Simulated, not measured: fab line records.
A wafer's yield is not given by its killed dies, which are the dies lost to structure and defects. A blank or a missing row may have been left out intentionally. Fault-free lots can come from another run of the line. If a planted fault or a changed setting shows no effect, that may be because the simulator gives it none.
Matching of chambers + flow nand harc + 4 sister chambers for NHARC_A_STAIRCASE_DESCUM_252 on rie diel-13
The step chemistry O2, time 3 s. 16 wafers are shown with their chamber, then 8 later ones without.

== WAFERS PAIRED WITH THEIR CHAMBERS ==
| wafer  | chamber | drypump motor current A (A) | showerhead plenum p Torr (Torr) | rf vpp V (V) |
|--------|---------|-----------------------------|---------------------------------|--------------|
| L078.1 | 0       | 5.72                        | 1.89                            | 57.7         |
| L078.2 | 1       | 5.64                        | 1.80                            | 56.8         |
| L078.5 | 3       | 5.44                        | 1.84                            | 57.4         |
| L079.2 | 1       | 5.65                        | 1.80                            | 56.7         |
| L079.5 | 0       | 5.73                        | 1.89                            | 58.0         |
| L079.6 | 1       | 5.63                        | 1.80                            | 57.1         |
| L081.1 | 2       | 6.18                        | 1.77                            | 57.3         |
| L081.2 | 0       | 5.72                        | 1.88                            | 57.5         |
| L081.4 | 3       | 5.46                        | 1.84                            | 56.6         |
| L084.1 | 1       | 5.64                        | 1.79                            | 57.8         |
| L084.3 | 3       | 5.43                        | 1.83                            | 56.3         |
| L084.5 | 1       | 5.64                        | 1.79                            | 56.5         |
| L085.1 | 2       | 6.19                        | 1.76                            | 57.3         |
| L085.2 | 0       | 5.75                        | 1.88                            | 58.4         |
| L085.6 | 2       | 6.19                        | 1.76                            | 57.1         |
| L088.1 | 2       | 6.16                        | 1.76                            | 56.8         |

SIGNATURES, as means of the wafers listed above
| reading                  | chamber 0 | chamber 1 | chamber 2 | chamber 3 | scatter within a chamber |
|--------------------------|-----------|-----------|-----------|-----------|--------------------------|
| drypump motor current A  | 5.7300    | 5.6400    | 6.1800    | 5.4433    | 0.0125                   |
| showerhead plenum p Torr | 1.8850    | 1.7960    | 1.7625    | 1.8367    | 0.00549                  |
| rf vpp V                 | 57.900    | 56.980    | 57.125    | 56.767    | 0.438                    |
Rule: a wafer lies at a distance from a chamber equal to the root of the sum of squares, over the readings, of (its reading less the chamber's mean, divided by the reading's scatter). The wafer belongs to the nearest chamber; if the next one is less than 2 further off, it can't be placed. The scatter: the root of (the sum of the squares of (reading less its chamber's mean) over the shown wafers, divided by (wafers less chambers)).

== WAFERS WITH NO CHAMBER GIVEN ==
| wafer  | drypump motor current A (A) | showerhead plenum p Torr (Torr) | rf vpp V (V) |
|--------|-----------------------------|---------------------------------|--------------|
| L088.3 | 5.71                        | 1.88                            | 58.3         |
| L088.6 | 5.43                        | 1.83                            | 58.6         |
| L091.1 | 6.20                        | 2.07                            | 58.6         |
| L091.3 | 5.73                        | 1.87                            | 57.1         |
| L091.6 | 5.73                        | 1.87                            | 59.3         |
| L090.1 | 6.20                        | 2.07                            | 57.5         |
| L090.3 | 5.43                        | 1.83                            | 56.9         |
| L090.5 | 5.47                        | 1.83                            | 57.3         |

== WHICH CHAMBER EACH WENT THROUGH ==
| wafer  | from the rows above | in truth                   |
|--------|---------------------|----------------------------|
| L088.3 | 0                   | 0                          |
| L088.6 | 3                   | 3                          |
| L091.1 | 0                   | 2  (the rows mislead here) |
| L091.3 | 0                   | 0                          |
| L091.6 | 0                   | 0                          |
| L090.1 | 0                   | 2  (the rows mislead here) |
| L090.3 | 3                   | 3                          |
| L090.5 | 3                   | 3                          |
6 of 8 placed correctly. Not placeable from these rows: 0. Placed wrongly: 2.
